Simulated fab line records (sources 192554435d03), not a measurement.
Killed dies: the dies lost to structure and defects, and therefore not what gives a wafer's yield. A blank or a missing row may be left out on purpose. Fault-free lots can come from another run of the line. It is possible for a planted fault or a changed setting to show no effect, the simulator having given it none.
fab line records -- flow n5-finfet -- part 1 of 3: steps 1 to 3 of 6
record lots=16, wafers=48, last-day=18
route steps=1938 shown BEOL_M15@1818 MIM_TOP_ETCH@1852 MIM_BOT_LITHO@1863
lots that met no fault: from a run of the same line without faults
start-h: hours from the record's opening day to when the first of the lot's shown wafers began -- wait-h: hours from the lot's prior step to this one -- " repeats the value in the row above -- L1.1+2: a row that stands for several wafers -- - either no value or no given start -- * or withheld: withheld -- < > ~ a bound
route shown NAME@n: NAME is a module with steps in the file, n the number in the route of the first one -- usual: average and standard deviation across the fault-free wafers -- same: alike in all rows -- chamber/n: place in a boat -- sites: readings site by site -- _std_site: their standard deviation -- _edge_site: inner sites' mean taken away from outer sites' mean -- radius-mm: how far each site lies from the wafer's centre -- mask NAME#n: copy n -- behind: the tool/chamber that last shaped the wafer -- hold: why the lot went on hold/how many hours it stayed there/how the hold came to an end -- device: whichever transistor did not switch (one of n, p or np) -- end of line: tests run on the same wafers once the route is complete -- a step given without rows: its recipe and nothing more -- killed: at the first sort, the dies lost to defects and structure; wafer yield is something else -- map: dies across one wafer; x = killed, . = not, _ = none there
set.NAME: the setting that was run; set.NAME@STEP: the one run at that earlier step -- model.NAME: the simulator's own value behind a step, which no gauge read
a sample of lots followed through the steps of the route, with each step as a table and each wafer as a row
services: when a tool's chamber went out of use (start-h, in hours from the record's first day, below 0 if earlier), for how many hours, and the reason
## steps
# step N5_BEOL_M15_PRE_CLEAN_42
# recipe gas=H2/He, time-s=30, temp-c=300
# usual heater-power-w=459/35
lot.wafer,tool,chamber,start-h,wait-h,heater-power-w
L074.1,pvd-sputter-01,-,265.64,0.0,473
L074.4,pvd-sputter-01,-,265.64,0.0,468
L074.5,pvd-sputter-01,-,265.64,0.0,427
L077.2,pvd-sputter-01,-,283.96,0.0,466
L077.5,pvd-sputter-01,-,283.96,0.0,491
L077.6,pvd-sputter-01,-,283.96,0.0,470
L076.1,pvd-sputter-01,-,284.28,0.0,485
L076.4,pvd-sputter-01,-,284.28,0.0,478
L076.5,pvd-sputter-01,-,284.28,0.0,490
L080.2,pvd-sputter-02,-,300.51,0.0,477
L080.3,pvd-sputter-02,-,300.51,0.0,533
L080.4,pvd-sputter-02,-,300.51,0.0,440
L081.4,pvd-sputter-02,-,312.45,0.0,526
L081.5,pvd-sputter-02,-,312.45,0.0,475
L081.6,pvd-sputter-02,-,312.45,0.0,391
L082.2,pvd-sputter-03,-,321.73,0.0,435
L082.4,pvd-sputter-03,-,321.73,0.0,436
L082.5,pvd-sputter-03,-,321.73,0.0,457
L083.1,pvd-sputter-02,-,342.13,0.0,395
L083.2,pvd-sputter-02,-,342.13,0.0,525
L083.3,pvd-sputter-02,-,342.13,0.0,451
L085.1,pvd-sputter-03,-,368.86,0.0,482
L085.5,pvd-sputter-03,-,368.86,0.0,438
L085.6,pvd-sputter-03,-,368.86,0.0,476
L089.1,pvd-sputter-03,-,371.98,0.0,450
L089.5,pvd-sputter-03,-,371.98,0.0,479
L089.6,pvd-sputter-03,-,371.98,0.0,426
L093.1,pvd-sputter-01,-,385.40,0.0,479
L093.3,pvd-sputter-01,-,385.40,0.0,423
L093.6,pvd-sputter-01,-,385.40,0.0,490
L090.1,pvd-sputter-02,-,389.95,0.0,392
L090.4,pvd-sputter-02,-,389.95,0.0,441
L090.6,pvd-sputter-02,-,389.95,0.0,436
L091.2,pvd-sputter-02,-,399.98,0.0,535
L091.3,pvd-sputter-02,-,399.98,0.0,388
L091.6,pvd-sputter-02,-,399.98,0.0,388
L094.1,pvd-sputter-03,-,404.53,0.0,472
L094.2,pvd-sputter-03,-,404.53,0.0,425
L094.5,pvd-sputter-03,-,404.53,0.0,477
L095.2,pvd-sputter-01,-,404.58,0.0,473
L095.3,pvd-sputter-01,-,404.58,0.0,488
L095.6,pvd-sputter-01,-,404.58,0.0,417
L092.3,pvd-sputter-02,-,405.35,0.0,477
L092.4,pvd-sputter-02,-,405.35,0.0,381
L092.5,pvd-sputter-02,-,405.35,0.0,516
L097.1,pvd-sputter-01,-,413.46,0.0,473
L097.3,pvd-sputter-01,-,413.46,0.0,484
L097.4,pvd-sputter-01,-,413.46,0.0,423
# step N5_BEOL_M15_SPUTTER_44
# recipe material=Ta, target-thk-a=150, temp-c=50, bias-v=80, power-w=15000, chamber-pressure-pa=0.07, time-s=24.19
# usual bias-v=80.1/0.82, throttle-valve-pct=29.7/0.99
lot.wafer,tool,chamber,start-h,wait-h,bias-v,throttle-valve-pct
L074.1,pvd-sputter-01,-,265.76,0.0,78.9,28.8
L074.4,pvd-sputter-01,-,265.76,0.0,78.9,30.8
L074.5,pvd-sputter-01,-,265.76,0.0,79.7,30.7
L077.2,pvd-sputter-01,-,284.08,0.0,79.8,27.8
L077.5,pvd-sputter-01,-,284.08,0.0,81.8,30.9
L077.6,pvd-sputter-01,-,284.08,0.0,80.5,28.8
L076.1,pvd-sputter-01,-,284.40,0.0,80.5,31.0
L076.4,pvd-sputter-01,-,284.40,0.0,79.8,29.0
L076.5,pvd-sputter-01,-,284.40,0.0,79.0,30.6
L080.2,pvd-sputter-02,-,300.63,0.0,81.2,29.1
L080.3,pvd-sputter-02,-,300.63,0.0,79.1,30.4
L080.4,pvd-sputter-02,-,300.63,0.0,79.8,30.6
L081.4,pvd-sputter-02,-,312.57,0.0,79.8,30.4
L081.5,pvd-sputter-02,-,312.57,0.0,80.1,28.9
L081.6,pvd-sputter-02,-,312.57,0.0,80.2,29.9
L082.2,pvd-sputter-03,-,321.85,0.0,78.5,28.5
L082.4,pvd-sputter-03,-,321.85,0.0,80.1,30.3
L082.5,pvd-sputter-03,-,321.85,0.0,79.8,30.7
L083.1,pvd-sputter-02,-,342.25,0.0,79.8,30.1
L083.2,pvd-sputter-02,-,342.25,0.0,80.7,30.4
L083.3,pvd-sputter-02,-,342.25,0.0,78.9,30.6
L085.1,pvd-sputter-03,-,368.98,0.0,79.6,30.5
L085.5,pvd-sputter-03,-,368.98,0.0,80.2,30.2
L085.6,pvd-sputter-03,-,368.98,0.0,79.8,28.8
L089.1,pvd-sputter-03,-,372.10,0.0,79.5,28.9
L089.5,pvd-sputter-03,-,372.10,0.0,79.1,28.7
L089.6,pvd-sputter-03,-,372.10,0.0,79.4,30.3
L093.1,pvd-sputter-01,-,385.52,0.0,79.3,28.8
L093.3,pvd-sputter-01,-,385.52,0.0,81.6,30.8
L093.6,pvd-sputter-01,-,385.52,0.0,80.6,31.0
L090.1,pvd-sputter-02,-,390.07,0.0,79.5,30.0
L090.4,pvd-sputter-02,-,390.07,0.0,80.5,30.5
L090.6,pvd-sputter-02,-,390.07,0.0,80.2,30.6
L091.2,pvd-sputter-02,-,400.10,0.0,80.3,30.3
L091.3,pvd-sputter-02,-,400.10,0.0,81.4,30.0
L091.6,pvd-sputter-02,-,400.10,0.0,81.2,30.0
L094.1,pvd-sputter-03,-,404.65,0.0,79.9,30.6
L094.2,pvd-sputter-03,-,404.65,0.0,78.8,30.1
L094.5,pvd-sputter-03,-,404.65,0.0,80.7,28.9
L095.2,pvd-sputter-01,-,404.70,0.0,79.1,28.1
L095.3,pvd-sputter-01,-,404.70,0.0,81.5,28.7
L095.6,pvd-sputter-01,-,404.70,0.0,81.0,30.6
L092.3,pvd-sputter-02,-,405.47,0.0,79.5,28.9
L092.4,pvd-sputter-02,-,405.47,0.0,80.4,30.1
L092.5,pvd-sputter-02,-,405.47,0.0,80.8,30.5
L097.1,pvd-sputter-01,-,413.58,0.0,78.6,28.8
L097.3,pvd-sputter-01,-,413.58,0.0,79.3,30.7
L097.4,pvd-sputter-01,-,413.58,0.0,81.1,30.5
# step N5_BEOL_M15_SPUTTER_45
# recipe material=Cu, target-thk-a=1000, temp-c=-20, bias-v=60, power-w=26000, chamber-pressure-pa=0.13, time-s=16.67
# usual bias-v=59.9/0.65, chuck-gas-flow-sccm=1.26/0.055, throttle-valve-pct=29.7/0.98
lot.wafer,tool,chamber,start-h,wait-h,bias-v,chuck-gas-flow-sccm,throttle-valve-pct
L074.1,pvd-sputter-01,-,265.84,0.0,59.6,1.33,28.8
L074.4,pvd-sputter-01,-,265.84,0.0,60.3,1.29,30.9
L074.5,pvd-sputter-01,-,265.84,0.0,59.2,1.28,30.9
L077.2,pvd-sputter-01,-,284.16,0.0,59.9,1.22,28.0
L077.5,pvd-sputter-01,-,284.16,0.0,58.5,1.28,30.9
L077.6,pvd-sputter-01,-,284.16,0.0,59.0,1.26,28.9
L076.1,pvd-sputter-01,-,284.48,0.0,58.6,1.24,31.0
L076.4,pvd-sputter-01,-,284.48,0.0,60.4,1.25,28.9
L076.5,pvd-sputter-01,-,284.48,0.0,58.5,1.17,31.0
L080.2,pvd-sputter-02,-,300.71,0.0,59.7,1.20,28.7
L080.3,pvd-sputter-02,-,300.71,0.0,61.1,1.23,30.4
L080.4,pvd-sputter-02,-,300.71,0.0,60.4,1.31,30.4
L081.4,pvd-sputter-02,-,312.65,0.0,60.3,1.16,30.4
L081.5,pvd-sputter-02,-,312.65,0.0,59.3,1.24,28.9
L081.6,pvd-sputter-02,-,312.65,0.0,60.8,1.29,30.0
L082.2,pvd-sputter-03,-,321.93,0.0,59.2,1.19,28.8
L082.4,pvd-sputter-03,-,321.93,0.0,60.6,1.16,30.4
L082.5,pvd-sputter-03,-,321.93,0.0,60.1,1.31,30.6
L083.1,pvd-sputter-02,-,342.33,0.0,59.4,1.30,30.2
L083.2,pvd-sputter-02,-,342.33,0.0,59.5,1.19,30.0
L083.3,pvd-sputter-02,-,342.33,0.0,58.8,1.24,30.4
L085.1,pvd-sputter-03,-,369.06,0.0,59.5,1.26,30.5
L085.5,pvd-sputter-03,-,369.06,0.0,60.1,1.14,30.4
L085.6,pvd-sputter-03,-,369.06,0.0,60.7,1.32,28.9
L089.1,pvd-sputter-03,-,372.18,0.0,59.8,1.34,28.7
L089.5,pvd-sputter-03,-,372.18,0.0,60.4,1.25,28.7
L089.6,pvd-sputter-03,-,372.18,0.0,60.2,1.21,30.2
L093.1,pvd-sputter-01,-,385.60,0.0,60.0,1.19,28.9
L093.3,pvd-sputter-01,-,385.60,0.0,59.8,1.21,30.7
L093.6,pvd-sputter-01,-,385.60,0.0,60.3,1.27,30.9
L090.1,pvd-sputter-02,-,390.15,0.0,60.3,1.28,30.0
L090.4,pvd-sputter-02,-,390.15,0.0,60.9,1.30,30.6
L090.6,pvd-sputter-02,-,390.15,0.0,60.4,1.39,30.6
L091.2,pvd-sputter-02,-,400.18,0.0,59.7,1.34,30.2
L091.3,pvd-sputter-02,-,400.18,0.0,60.2,1.23,30.1
L091.6,pvd-sputter-02,-,400.18,0.0,60.1,1.23,29.7
L094.1,pvd-sputter-03,-,404.73,0.0,61.2,1.27,30.5
L094.2,pvd-sputter-03,-,404.73,0.0,59.9,1.21,30.2
L094.5,pvd-sputter-03,-,404.73,0.0,60.6,1.26,28.9
L095.2,pvd-sputter-01,-,404.78,0.0,59.8,1.30,28.1
L095.3,pvd-sputter-01,-,404.78,0.0,60.7,1.18,28.7
L095.6,pvd-sputter-01,-,404.78,0.0,59.8,1.35,30.7
L092.3,pvd-sputter-02,-,405.55,0.0,60.0,1.38,29.1
L092.4,pvd-sputter-02,-,405.55,0.0,61.2,1.32,30.3
L092.5,pvd-sputter-02,-,405.55,0.0,60.1,1.14,30.3
L097.1,pvd-sputter-01,-,413.66,0.0,59.2,1.23,29.0
L097.3,pvd-sputter-01,-,413.66,0.0,60.3,1.26,30.9
L097.4,pvd-sputter-01,-,413.66,0.0,59.0,1.17,30.6
